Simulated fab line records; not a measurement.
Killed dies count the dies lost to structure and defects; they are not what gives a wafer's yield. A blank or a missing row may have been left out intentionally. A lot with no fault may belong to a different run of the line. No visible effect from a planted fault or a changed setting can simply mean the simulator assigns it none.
Problem report in the 8D (eight disciplines) form, filled by code    flow n5 finfet    the parts of the form that need people (team, actions taken, sign-off) are left out

## 1. WHAT IS WRONG
M5_ILD_THK at N5_BEOL_M5_THK_MEAS_01 reads a mean of 58.3 nm on 5 wafers of 3 lots; wafers without a fault read 121.1 nm with a standard deviation of 1.8. Relative to the usual mean, that is a shift of -35 standard deviations.
Seen first at day 11 23:31 on film metro-01, wafer L789.2. At this step, 25 wafers from 9 lots have a number in the record. By rule, "out" or "out of limits" means more than 4 standard deviations away from the usual mean. All remaining wafers that have a number are taken as sound.

## 2. WHAT IT IS, WHAT IT ISN'T
question                     is                                      is not
which readings at this step  M5_ILD_THK                              -
which lots                   L789, L793, L794                        L774, L775, L780, L783, L796, L797
which wafers of those lots   L789.2, L789.5, L793.2, L793.5, L794.5  L793.6, L794.3
read on which gauges         film metro-01, film metro-02            -
when                         from day 11 23:31                       up to then (12 sound wafers); but 8 sound wafers of L793, L794, L796, L797 came after

## 3. SUSPECTS, AND WHAT RULES EACH OUT
Counting: a tool at a process step up to the reading stays a suspect if it ran every lot that is out. Sound lots after the first of them don't rule it out here, since some wafers of a struck lot are sound.
- the gauge at N5_BEOL_M5_THK_MEAS_01 is ruled out. The wafers that are out were read on 2 gauges (film metro-01, film metro-02).
- cmp-02 at N5_BEOL_M4_CMP_52 (polishes, stops on SiOC, t overpolish 6.8 s, target thk 40 nm): kept. It ran every lot that is out, first L789 (day 11 21:22).
- pecvd-03 at N5_BEOL_M5_ILD_DEP_00 (deposits SiCOH lowk from DEMS/porogen, target thk 140.64 nm, time 25.9 s): kept. It ran every lot that is out, first L789 (day 11 22:56); its last sound lot up to then is L783 (day 10 03:04).
The count leaves pecvd-03 at N5_BEOL_M5_ILD_DEP_00 and cmp-02 at N5_BEOL_M4_CMP_52.

## 4. THE CAUSE (what the simulator had put in)
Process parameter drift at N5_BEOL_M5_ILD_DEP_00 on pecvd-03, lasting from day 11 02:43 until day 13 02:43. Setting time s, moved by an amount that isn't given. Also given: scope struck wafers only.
This tool is one of the 2 suspects left after counting.

## 5. THE EFFECT CHAIN, in route order
Rows list readings where the struck wafers' mean (over those with a number) sits beyond 3 standard deviations from the usual. Only readings for which the record gives a usual standard deviation are gone through. hours: the time from each lot's start at the first step in this table that gives one to its start at this step, as a median over the lots. sigmas: the change in usual standard deviations.
hours  step                     reading               usual     on struck wafers  change  sigmas
0      N5_BEOL_M5_THK_MEAS_01   M5_ILD_THK            121.1 nm  58.3              -62.8   -35
102    N5_PASSIVATION_PROBE_49  defect limited yield  91.3 %    0.0               -91.3   -61
102    N5_PASSIVATION_PROBE_49  killed_at_M4_up       14        1093              +1079   +99 or more
102    N5_PASSIVATION_PROBE_49  killed dies           102       1180              +1078   +60
102    N5_PASSIVATION_PROBE_49  killed on rim         13        152               +139    +37
102    N5_PASSIVATION_PROBE_49  sort n pass           1077      0                 -1077   -57
102    N5_PASSIVATION_PROBE_49  sort yield pct        91.3 %    0.0               -91.3   -57
Here are the process steps it includes:
- N5_PASSIVATION_PROBE_49

## 6. HOW IT WOULD HAVE BEEN CAUGHT EARLIER
The first out-of-limits reading at a measuring or inspecting step in this record came at day 11 23:31, 21 hours after the fault's start at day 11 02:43.
An alarm limit of 4 standard deviations would not have fired on the tool readings at N5_BEOL_M5_ILD_DEP_00 for which the record gives a usual standard deviation, since none of them was out on any struck wafer.
Among the 3 lots that are out, L793, L794 began N5_BEOL_M5_ILD_DEP_00 on pecvd-03 after day 11 23:31. A hold on the tool at that time would have spared those 2.
